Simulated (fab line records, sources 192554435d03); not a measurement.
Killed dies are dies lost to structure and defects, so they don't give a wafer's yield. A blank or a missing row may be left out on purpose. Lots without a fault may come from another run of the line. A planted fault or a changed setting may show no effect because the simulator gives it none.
fab line records | flow n5_finfet
record lots=10 wafers=27 last_day=17
route steps=1938 shown BEOL_M6@1210 PASSIVATION@1936
lots that met no fault: from a run of the same line without faults
start_h: hours from the record's first day to the start of the lot's first wafer shown | wait_h: hours since the lot's step before | " the same as in the row above | L1.1+2: a row that stands for several wafers | - no value, or no start given | * or withheld: withheld | < > ~ a bound
route shown NAME@n: a module of which the file shows steps, and the number in the route of the first | usual: mean/standard deviation of fault-free wafers | same: alike in all rows | chamber/n: place in a boat | sites: the reading at each site | _std_site: their standard deviation | _edge_site: outer sites' mean less inner sites' | radius_mm: how far each site lies from the wafer's centre | mask NAME#n: copy n | behind: the tool/chamber that last shaped the wafer | hold: why the lot was held/for how many hours/how that ended | device: the transistor (n, p or np) that didn't switch | end of line: the same wafers' tests at the end of the route | a step without rows: its recipe alone | killed: dies lost to structure and defects at the first sort, not the wafer's yield | map: a wafer's dies, x killed, . not, _ none there
set.NAME: the setting as run; set.NAME@STEP: as run at that earlier step | model.NAME: the simulator's own value behind a step, which no gauge read
steps of the route over a sample of lots; a table a step, a row a wafer
services: from which hour (start_h, from the record's first day; less than 0 if before it) a tool's chamber was out of use, for how many hours, and why
## steps
# step N5_BEOL_M6_DESCUM_16
# recipe chemistry=O2 time_s=7.9 source_power_w=50 bias_power_w=20 pressure_mtorr=20 rf_frequency_hz=2.712e+07 temp_c=40 resist=CAR-ArF o2_flow_sccm=225
# usual drypump_motor_current_A=5.7/0.49 o2_flow_sccm=225.0/0.69 oes_product_au=0.80/0.075 rf_vpp_V=243.0/1.2 showerhead_plenum_p_Torr=2.08/0.047 throttle_valve_pct=20.50/0.24
# columns lot.wafer tool chamber start_h wait_h drypump_motor_current_A o2_flow_sccm oes_product_au rf_hours_counter_h rf_vpp_V showerhead_plenum_p_Torr throttle_valve_pct
L209.4 rie_diel-01 2 184.52 0.4 5.3 225.5 0.75 137 244.5 2.17 20.39
L209.5 " 3 " " 6.0 225.5 0.79 - 242.4 2.09 20.43
L209.6 " 2 " " 5.3 226.1 0.76 - 244.1 2.17 20.38
L212.2 rie_diel-04 1 200.62 0.0 5.4 224.6 0.86 60 243.6 2.14 20.47
L212.3 " 2 " " 5.4 224.9 0.91 24 239.9 2.07 20.24
L218.2 rie_diel-04 3 238.21 0.0 6.0 224.8 0.89 43 241.8 2.04 20.23
L218.3 " 1 " " 5.4 225.0 0.84 74 242.8 2.13 20.49
L219.2 rie_diel-05 2 244.19 0.0 6.7 224.3 0.71 207 242.0 2.05 20.85
L219.4 " 0 " " 5.1 225.0 0.83 86 241.8 2.02 20.35
L220.2 rie_diel-01 3 246.55 0.4 6.0 225.3 0.78 120 243.4 2.08 20.45
L220.3 " 1 " " 5.8 224.0 0.67 245 242.8 2.07 21.22
L220.6 " 0 " " 6.3 225.8 0.75 - 242.9 2.11 20.54
L224.1 rie_diel-05 3 277.90 0.0 4.9 224.5 0.88 60 242.5 2.03 20.27
L224.3 " 2 " " 6.7 224.3 0.70 221 241.2 2.05 20.89
L224.5 " 3 " " 5.0 225.0 0.89 - 244.0 2.03 20.28
L227.2 rie_diel-01 0 291.10 0.0 6.3 224.9 0.73 182 243.3 2.10 20.56
L227.3 " 2 " " 5.3 225.0 0.72 177 244.0 2.15 20.46
L227.4 " 3 " " 6.0 224.7 0.76 140 242.7 2.07 20.48
L229.2 rie_diel-05 1 299.48 0.0 5.8 223.3 0.80 92 243.5 2.05 20.64
L229.5 " 3 " " 5.0 224.5 0.87 - 242.6 2.03 20.28
L229.6 " 0 " " 5.1 224.9 0.81 - 241.8 2.02 20.37
L230.4 rie_diel-04 3 310.81 0.3 6.1 224.8 0.86 70 241.5 2.03 20.28
L230.5 " 3 " " 6.0 224.8 0.87 - 242.5 2.03 20.28
L230.6 " 2 " " 5.4 225.5 0.86 - 243.0 2.05 20.32
L231.2 rie_diel-04 2 324.90 0.0 5.4 225.3 0.85 63 242.0 2.05 20.31
L231.4 " 3 " " 6.1 225.6 0.86 75 241.4 2.03 20.27
L231.6 " 3 " " 6.1 224.5 0.86 - 241.8 2.03 20.29
# step N5_BEOL_M6_ETCH_65
# recipe chemistry=CF4 target=SiARC target_depth_a=156 mask_material=CAR-EUV time_s=26 ion_energy_ev=80 pressure_mtorr=40 source_w=545 bias_w=36 Ar_flow_sccm=100 cf4_flow_sccm=100 ends=cleared
# usual drypump_motor_current_A=5.7/0.5 etch_rf_on_time_s=26.2/0.65 oes_product_au=0.68/0.062 rf_vpp_V=183.9/1.1 showerhead_plenum_p_Torr=2.13/0.051 throttle_valve_pct=15.70/0.22
# columns lot.wafer tool chamber start_h wait_h drypump_motor_current_A etch_rf_on_time_s oes_product_au rf_hours_counter_h rf_vpp_V showerhead_plenum_p_Torr throttle_valve_pct
L209.4 rie_diel-05 3 185.63 0.0 4.9 26.4 0.78 - 183.7 2.12 15.53
L209.5 " 2 " " 6.7 27.5 0.60 - 183.8 2.12 16.02
L209.6 " 1 " " 5.8 26.0 0.73 - 185.7 2.08 15.50
L212.2 rie_diel-05 2 201.69 0.0 6.7 27.3 0.60 192 185.4 2.11 16.03
L212.3 " 3 " " 5.0 26.4 0.77 31 182.1 2.12 15.55
L218.2 rie_diel-01 1 241.45 0.0 5.7 26.9 0.57 243 183.5 2.09 16.18
L218.3 " 3 " " 6.0 26.2 0.66 118 183.5 2.17 15.82
L219.2 rie_diel-01 2 245.61 0.0 5.3 25.7 0.63 157 185.3 2.23 15.74
L219.4 " 1 " " 5.7 27.0 0.57 244 183.2 2.09 16.16
L220.2 rie_diel-01 0 248.11 0.0 6.3 26.2 0.65 162 184.7 2.17 15.82
L220.3 " 3 " " 6.0 26.6 0.66 120 184.9 2.17 15.82
L220.6 " 3 " " 6.0 26.6 0.67 - 184.5 2.17 15.84
L224.1 rie_diel-04 0 279.90 0.0 5.9 26.4 0.64 162 183.9 2.05 15.57
L224.3 " 2 " " 5.4 25.8 0.75 47 183.1 2.08 15.34
L224.5 " 2 " " 5.4 25.8 0.75 - 183.6 2.08 15.33
L227.2 rie_diel-04 0 292.82 0.0 5.9 26.8 0.62 168 182.2 2.05 15.61
L227.3 " 2 " " 5.3 26.1 0.73 51 184.0 2.08 15.33
L227.4 " 3 " " 6.0 25.7 0.75 64 181.6 2.09 15.40
L229.2 rie_diel-05 3 300.77 0.0 4.9 26.6 0.72 69 184.0 2.11 15.61
L229.5 " 1 " " 5.8 26.4 0.68 - 184.3 2.07 15.58
L229.6 " 0 " " 5.1 25.2 0.70 - 183.1 2.09 15.56
L230.4 rie_diel-01 2 312.66 0.0 5.3 26.0 0.61 184 184.7 2.22 15.79
L230.5 " 2 " " 5.3 26.1 0.61 - 185.7 2.22 15.80
L230.6 " 3 " " 6.0 26.3 0.64 - 183.6 2.16 15.90
L231.2 rie_diel-04 3 326.43 0.0 6.0 25.3 0.73 75 183.4 2.09 15.42
L231.4 " 1 " " 5.4 26.0 0.68 107 184.8 2.16 15.71
L231.6 " 1 " " 5.4 26.1 0.68 - 184.5 2.16 15.71
# step N5_BEOL_M6_ETCH_66
# recipe chemistry=N2/H2 target=SOC target_depth_a=800 overetch_a=160 mask_material=SiARC temp_c=40 time_s=120 ion_energy_ev=200 pressure_mtorr=30 source_w=840 bias_w=150 n2_flow_sccm=200 h2_flow_sccm=200
# usual drypump_motor_current_A=5.7/0.5 oes_product_au=0.61/0.051 rf_vpp_V=523.3/1.8 run_length_s=143.2/0.42 showerhead_plenum_p_Torr=2.53/0.064 throttle_valve_pct=17.9/0.32
# columns lot.wafer tool chamber start_h wait_h drypump_motor_current_A oes_product_au rf_hours_counter_h rf_vpp_V run_length_s showerhead_plenum_p_Torr throttle_valve_pct
L209.4 rie_diel-05 3 185.68 0.0 5.0 0.70 - 522.5 142.6 2.49 17.7
L209.5 " 2 " " 6.7 0.56 - 523.6 142.8 2.55 18.6
L209.6 " 1 " " 5.8 0.65 - 524.1 142.9 2.44 17.6
L212.2 rie_diel-05 2 201.72 0.0 6.7 0.55 192 523.7 142.6 2.54 18.6
L212.3 " 3 " " 5.0 0.71 31 522.2 142.7 2.48 17.7
L218.2 rie_diel-01 1 241.47 0.0 5.8 0.52 243 522.9 143.8 2.51 18.7
L218.3 " 3 " " 6.0 0.60 118 523.7 143.2 2.55 17.9
L219.2 rie_diel-01 2 245.64 0.0 5.3 0.56 157 526.8 143.3 2.65 18.0
L219.4 " 1 " " 5.7 0.53 244 523.4 144.0 2.51 18.6
L220.2 rie_diel-01 0 248.14 0.0 6.4 0.59 162 524.7 143.6 2.57 18.0
L220.3 " 3 " " 6.0 0.60 120 525.1 143.6 2.55 17.9
L220.6 " 3 " " 6.0 0.60 - 523.6 143.1 2.55 17.9
L224.1 rie_diel-04 0 279.93 0.0 5.9 0.58 162 521.1 143.7 2.46 18.0
L224.3 " 2 " " 5.4 0.66 47 522.0 144.0 2.51 17.7
L224.5 " 2 " " 5.4 0.67 - 521.8 143.5 2.50 17.8
L227.2 rie_diel-04 0 292.85 0.0 5.9 0.58 168 520.9 143.6 2.45 18.0
L227.3 " 2 " " 5.4 0.66 51 522.8 143.7 2.50 17.8
L227.4 " 3 " " 6.0 0.66 64 522.9 142.8 2.46 17.5
L229.2 rie_diel-05 3 300.80 0.0 5.0 0.65 69 522.1 142.5 2.47 17.7
L229.5 " 1 " " 5.8 0.62 - 522.0 142.8 2.43 17.6
L229.6 " 0 " " 5.1 0.61 - 520.5 143.3 2.45 17.8
L230.4 rie_diel-01 2 312.69 0.0 5.3 0.55 184 524.7 143.4 2.64 18.0
L230.5 " 2 " " 5.3 0.55 - 525.5 143.4 2.64 18.1
L230.6 " 3 " " 6.0 0.59 - 525.2 143.0 2.54 17.9
L231.2 rie_diel-04 3 326.45 0.0 6.0 0.65 75 520.1 143.2 2.45 17.5
L231.4 " 1 " " 5.4 0.61 107 524.3 143.9 2.58 17.9
L231.6 " 1 " " 5.5 0.61 - 522.7 143.6 2.58 17.9
# step N5_BEOL_M6_VIA_ETCH_34
# recipe chemistry=C4F6/O2 target=SiCOH_lowk target_depth_a=1263 mask_material=SOC taper_deg=4 time_s=50.9 ion_energy_ev=250 pressure_mtorr=30 source_w=345 bias_w=185 Ar_flow_sccm=300 C4F6_flow_sccm=10 O2_flow_sccm=10
# usual drypump_motor_current_A=5.7/0.5 oes_o_777_au=0.78/0.071 oes_product_au=0.80/0.076 rf_vpp_V=663/23 run_length_s=74.2/0.41 showerhead_plenum_p_Torr=2.84/0.077 throttle_valve_pct=21.07/0.23
# columns lot.wafer tool chamber start_h wait_h drypump_motor_current_A oes_o_777_au oes_product_au rf_hours_counter_h rf_vpp_V run_length_s showerhead_plenum_p_Torr throttle_valve_pct
L209.4 rie_diel-05 3 185.77 0.0 5.0 0.88 0.93 - 660 74.0 2.82 20.94
L209.5 " 2 " " 6.7 0.68 0.70 - 652 74.1 2.80 21.24
L209.6 " 1 " " 5.8 0.84 0.85 - 686 74.1 2.77 20.86
L212.2 rie_diel-05 2 201.82 0.0 6.7 0.68 0.71 192 650 73.8 2.80 21.26
L212.3 " 3 " " 5.0 0.87 0.92 31 662 73.4 2.82 20.93
L218.2 rie_diel-01 1 241.58 0.0 5.7 0.69 0.66 243 674 68.3 2.80 21.54
L218.3 " 3 " " 6.0 0.72 0.78 118 684 67.4 2.90 21.27
L219.2 rie_diel-01 2 245.74 0.0 5.3 0.74 0.73 157 626 67.6 2.99 21.21
L219.4 " 1 " " 5.8 0.69 0.67 244 676 74.7 2.80 21.53
L220.2 rie_diel-01 0 248.24 0.0 6.3 0.78 0.77 162 684 67.7 2.88 21.09
L220.3 " 3 " " 6.0 0.72 0.78 120 683 67.7 2.90 21.28
L220.6 " 3 " " 6.0 0.71 0.78 - 682 74.3 2.90 21.27
L224.1 rie_diel-04 0 280.03 0.0 5.9 0.75 0.75 162 642 74.5 2.71 20.74
L224.3 " 2 " " 5.4 0.88 0.88 47 678 75.1 2.79 20.69
L224.5 " 2 " " 5.4 0.87 0.87 - 677 74.7 2.79 20.70
L227.2 rie_diel-04 0 292.95 0.0 5.9 0.74 0.74 168 641 74.4 2.71 20.76
L227.3 " 2 " " 5.4 0.87 0.87 51 678 74.7 2.78 20.70
L227.4 " 3 " " 6.0 0.85 0.88 64 686 74.5 2.77 20.70
L229.2 rie_diel-05 3 300.90 0.0 5.0 0.81 0.86 69 661 74.2 2.80 20.98
L229.5 " 1 " " 5.8 0.80 0.81 - 687 73.6 2.76 20.94
L229.6 " 0 " " 5.1 0.80 0.82 - 667 74.5 2.79 21.06
L230.4 rie_diel-01 2 312.79 0.0 5.3 0.71 0.72 184 625 74.6 2.98 21.25
L230.5 " 2 " " 5.3 0.71 0.72 - 625 74.6 2.98 21.23
L230.6 " 3 " " 6.0 0.70 0.77 - 683 73.9 2.89 21.31
L231.2 rie_diel-04 3 326.55 0.0 6.0 0.83 0.86 75 685 73.8 2.77 20.71
L231.4 " 1 " " 5.4 0.83 0.79 107 622 74.8 2.90 21.12
L231.6 " 1 " " 5.4 0.81 0.79 - 625 74.5 2.90 21.14
# step N5_PASSIVATION_PROBE_49
# usual defect_limited_yield=91.2/1.4 killed_at_M0_to_M3=32/9.3 killed_at_M4_up=14/4.9 killed_at_contacts=15/7.5 killed_at_front_end=40/11 killed_at_other=4/3.3 killed_dies=104/17 killed_on_rim=13/4.2 killed_open=68/14 killed_short=33/7.9 sort_bin_5_function=5.2/0.99 sort_bin_6_memory=3.2/0.65 sort_n_pass=1076/17 sort_yield_pct=91.1/1.5
# same gross_dies=1180 killed_at_back_side=0 sort_bin_4_leakage[%]=0 sort_bin_8_speed[%]=0
# columns lot.wafer tool chamber start_h wait_h defect_limited_yield[%] killed_at_M0_to_M3 killed_at_M4_up killed_at_contacts killed_at_front_end killed_at_other killed_dies killed_on_rim killed_open killed_short sort_bin_5_function[%] sort_bin_6_memory[%] sort_n_pass sort_yield_pct[%]
L218.2 prober-02 - 319.84 0.1 89.2 45 23 20 22 18 128 12 78 39 6.9 3.5 1052 89.2
L218.3 prober-02 - 319.89 0.1 90.8 41 12 20 31 4 108 13 55 52 5.8 3.0 1072 90.8
L219.2 prober-02 - 324.91 0.1 91.4 34 22 14 27 5 102 11 56 44 5.3 2.9 1078 91.4
L219.4 prober-02 - 325.01 0.2 89.8 26 13 11 61 9 120 14 61 38 5.3 3.2 1060 89.8
L224.1 prober-02 - 363.25 0.0 89.8 29 15 19 53 4 120 17 64 43 6.1 3.0 1060 89.8
L224.3 prober-02 - 363.35 0.1 92.5 19 22 8 36 4 89 14 60 27 4.7 2.3 1091 92.5
L224.5 prober-02 - 363.45 0.2 88.1 28 12 34 61 5 140 25 90 42 6.5 4.6 1040 88.1
L229.2 prober-02 - 384.68 0.1 91.4 32 7 13 48 2 102 11 62 30 4.7 3.0 1078 91.4
L229.5 prober-02 - 384.83 0.2 90.2 18 21 11 64 2 116 11 82 33 5.0 4.7 1064 90.2
L229.6 prober-02 - 384.88 0.3 92.5 20 9 12 43 4 88 9 65 21 4.7 2.6 1092 92.5
# killed by level:class
L218.2 BEOL_M3:geometric_particle:open=15 MOL_CONTACT_COAG:geometric_particle:open=12 BEOL_M0_SAQP:geometric_particle:open=10 MOL_CONTACT_COAG:geometric_particle:short=8 BEOL_M6:area_etch=8 GATE_CUT:geometric_particle:open=6 PASS1_DEP:geometric_particle:open=5 BEOL_M0_SAQP:geometric_particle:short=5
L218.3 MOL_CONTACT_COAG:geometric_particle:short=15 BEOL_M3:geometric_particle:open=10 FIN_SAQP:geometric_particle:short=9 BEOL_M3:geometric_particle:short=9 BEOL_M1:geometric_particle:open=7 FIN_SAQP:geometric_particle:open=6 DUMMY_GATE:geometric_particle:open=5 MOL_CONTACT_COAG:geometric_particle:open=5
L219.2 BEOL_M0_SAQP:geometric_particle:short=11 BEOL_M4:geometric_particle:open=10 BEOL_M3:geometric_particle:open=8 MOL_CONTACT_COAG:geometric_particle:short=7 MOL_CONTACT_COAG:geometric_particle:open=7 FIN_SAQP:geometric_particle:open=5 FIN_SAQP:geometric_particle:short=5 BEOL_M0_SAQP:geometric_particle:open=5
L219.4 HKMG_FIN:area_etch=17 FIN_SAQP:geometric_particle:short=15 FIN_SAQP:geometric_particle:open=11 MOL_CONTACT_COAG:geometric_particle:open=10 STI_FIN_REVEAL:geometric_particle:open=8 BEOL_M0_SAQP:geometric_particle:open=6 BEOL_M3:geometric_particle:open=6 GATE_CUT:geometric_particle:short=4
L224.1 MOL_CONTACT_COAG:geometric_particle:open=16 BEOL_M0_SAQP:geometric_particle:short=12 STI_FIN_REVEAL:geometric_particle:open=11 FIN_SAQP:geometric_particle:short=10 HKMG_FIN:area_etch=9 BEOL_M0_SAQP:geometric_particle:open=7 FIN_SAQP:geometric_particle:open=4 GATE_CUT:geometric_particle:open=4
L224.3 BEOL_M4:geometric_particle:open=13 FIN_SAQP:geometric_particle:open=9 BEOL_M0_SAQP:geometric_particle:open=8 MOL_CONTACT_COAG:geometric_particle:open=7 STI_FIN_REVEAL:geometric_particle:open=6 FIN_SAQP:geometric_particle:short=3 BEOL_M4:geometric_particle:short=3 MIM_TOP_ETCH:geometric_particle:short=3
L224.5 MOL_CONTACT_COAG:geometric_particle:open=27 FIN_SAQP:geometric_particle:short=11 FIN_SAQP:geometric_particle:open=11 BEOL_M3:geometric_particle:open=9 STI_FIN_REVEAL:geometric_particle:open=8 BEOL_M4:geometric_particle:open=8 MOL_CONTACT_COAG:geometric_particle:short=7 BEOL_M0_SAQP:geometric_particle:open=6
L229.2 FIN_SAQP:geometric_particle:open=16 MOL_CONTACT_COAG:geometric_particle:open=11 BEOL_M1:geometric_particle:open=7 HKMG_FIN:area_etch=7 BEOL_M0_SAQP:geometric_particle:short=6 BEOL_M3:geometric_particle:open=5 FIN_SAQP:geometric_particle:short=4 STI_FIN_REVEAL:geometric_particle:open=4
L229.5 FIN_SAQP:geometric_particle:open=11 STI_FIN_REVEAL:geometric_particle:open=11 MOL_CONTACT_COAG:geometric_particle:open=10 BEOL_M4:geometric_particle:open=9 DUMMY_GATE:geometric_particle:open=6 STI_FIN_REVEAL:geometric_particle:short=6 BEOL_M3:geometric_particle:open=6 FIN_SAQP:geometric_particle:short=5
L229.6 STI_FIN_REVEAL:geometric_particle:open=15 FIN_SAQP:geometric_particle:open=10 MOL_CONTACT_COAG:geometric_particle:open=10 BEOL_M3:geometric_particle:open=7 BEOL_M4:geometric_particle:open=5 ILD0:geometric_particle:short=4 ILD0:geometric_particle:open=3 BEOL_M1:geometric_particle:open=3
## services
# columns tool chamber start_h hours kind
rie_diel-04 2 172.28 4.3 repair
rie_diel-05 0 185.05 3.2 repair
rie_diel-04 - 190.71 1.6 repair
rie_diel-05 1 230.89 5.4 repair
rie_diel-04 2 242.38 12.5 repair
rie_diel-01 1 260.23 - clean
rie_diel-01 1 260.23 - consumable_replace:esc
rie_diel-01 1 260.23 - consumable_replace:focus_ring
rie_diel-01 1 260.23 28.3 scheduled_down
rie_diel-01 1 260.23 28.3 vent_cycle
rie_diel-05 2 298.44 8.7 repair
rie_diel-01 2 319.59 4.7 repair
## key
first_sign step=N5_BEOL_M6_VIA_ETCH_34 reading=run_length_s direction=down sigmas=16 usual=* struck=*
effect none on later readings
met_at N5_BEOL_M6_VIA_ETCH_34
struck_lots L218,L219,L220
struck_wafers L218.2,L218.3,L219.2,L220.2,L220.3
baseline_loss step=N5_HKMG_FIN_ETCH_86 wafers=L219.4
not_acting_at N5_BEOL_M6_DESCUM_16,N5_BEOL_M6_ETCH_65,N5_BEOL_M6_ETCH_66
fault kind=process_parameter_drift tool=rie_diel-01 chamber=- onset_h=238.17 steps=N5_BEOL_M6_VIA_ETCH_34 channel=time_s offset=* shape=step end_h=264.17 scope=struck_wafers_only acts_in=* stated=*
# baseline_loss: these wafers lose ten dies or more at that step, a loss of the line's own and not of a fault; the sort's usual values leave them out
